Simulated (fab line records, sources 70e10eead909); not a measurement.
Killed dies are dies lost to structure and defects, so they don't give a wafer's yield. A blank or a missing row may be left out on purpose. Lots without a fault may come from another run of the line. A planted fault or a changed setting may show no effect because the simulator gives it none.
Problem report in the 8D (eight disciplines) form, filled by code | flow nand_harc | the parts of the form that need people (team, actions taken, sign-off) are left out

1. THE PROBLEM
killed_dies at NHARC_END_SORT_01 reads a mean of 114 on 6 wafers of 2 lots; wafers without a fault read 33 with a standard deviation of 11. That is +7.3 standard deviations from the usual mean.
First seen on wafer L244.1, day 24 18:34, on prober-02. The record holds 6 wafers of 2 lots with a number at this step. Rule for "out", or "out of limits": more than 4 standard deviations from the usual mean. The other wafers with a number count as sound.

2. WHAT IT IS AND WHAT IT IS NOT
question                    | is                           | is not
which readings at this step | killed_dies, killed_at_array | killed_at_other, killed_at_periphery, killed_open
which lots                  | L244, L249                   | -
which wafers of those lots  | all that have a number       | -
read on which gauges        | prober-02                    | -
when                        | from day 24 18:34            | up to then (0 sound wafers)

3. SUSPECTS, AND WHAT RULES EACH OUT
Counting: a tool at a process step up to the reading stays a suspect if it ran every lot that is out and no sound lot after the first of them.
- the gauge at NHARC_END_SORT_01: kept. All the wafers that are out were read on prober-02, and no step on other tools shows them out.
- rie_diel-12 at NHARC_A_STAIRCASE_ETCH_292 (etches the open film in CF4/CHF3): kept. It ran every lot that is out, first L244 (day 16 11:38), and no sound lot after that.
- rie_diel-05 at NHARC_HYBRID_BOND_ACTIVATE_00 (chemistry N2, time 60 s): kept. It ran every lot that is out, first L244 (day 23 03:12), and no sound lot after that.
Left after counting: rie_diel-12 at NHARC_A_STAIRCASE_ETCH_292, rie_diel-05 at NHARC_HYBRID_BOND_ACTIVATE_00, prober-02 at NHARC_END_SORT_01.

4. THE CAUSE (what the simulator had put in)
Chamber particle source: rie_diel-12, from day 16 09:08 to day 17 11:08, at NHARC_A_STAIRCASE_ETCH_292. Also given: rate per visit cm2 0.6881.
Counting left 3 suspects, and this tool is among them.

5. THE CHAIN OF EFFECTS, in route order
Each row: a reading whose mean over the struck wafers that have a number lies more than 3 standard deviations from the usual. Only readings for which the record gives a usual standard deviation are gone through. hours: the time from each lot's start at the first step in this table that gives one to its start at this step, as a median over the lots. sigmas: the change in usual standard deviations.
hours | step              | reading         | usual | on struck wafers | change | sigmas
0     | NHARC_END_SORT_01 | killed_at_array | 29    | 110              | +81    | +7.3
0     | NHARC_END_SORT_01 | killed_dies     | 33    | 114              | +80    | +7.3

6. WHAT WOULD HAVE CAUGHT IT SOONER
In this record the first reading out of limits at a measuring or inspecting step was taken at day 24 18:34, 201 hours after the fault began at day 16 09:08.
Of the tool readings at NHARC_A_STAIRCASE_ETCH_292 for which the record gives a usual standard deviation, none was out on any struck wafer, so an alarm limit of 4 standard deviations on them would not have fired.
All the lots that are out (2) had begun NHARC_A_STAIRCASE_ETCH_292 on rie_diel-12 by day 24 18:34. A hold on the tool at that time would have spared none of them.
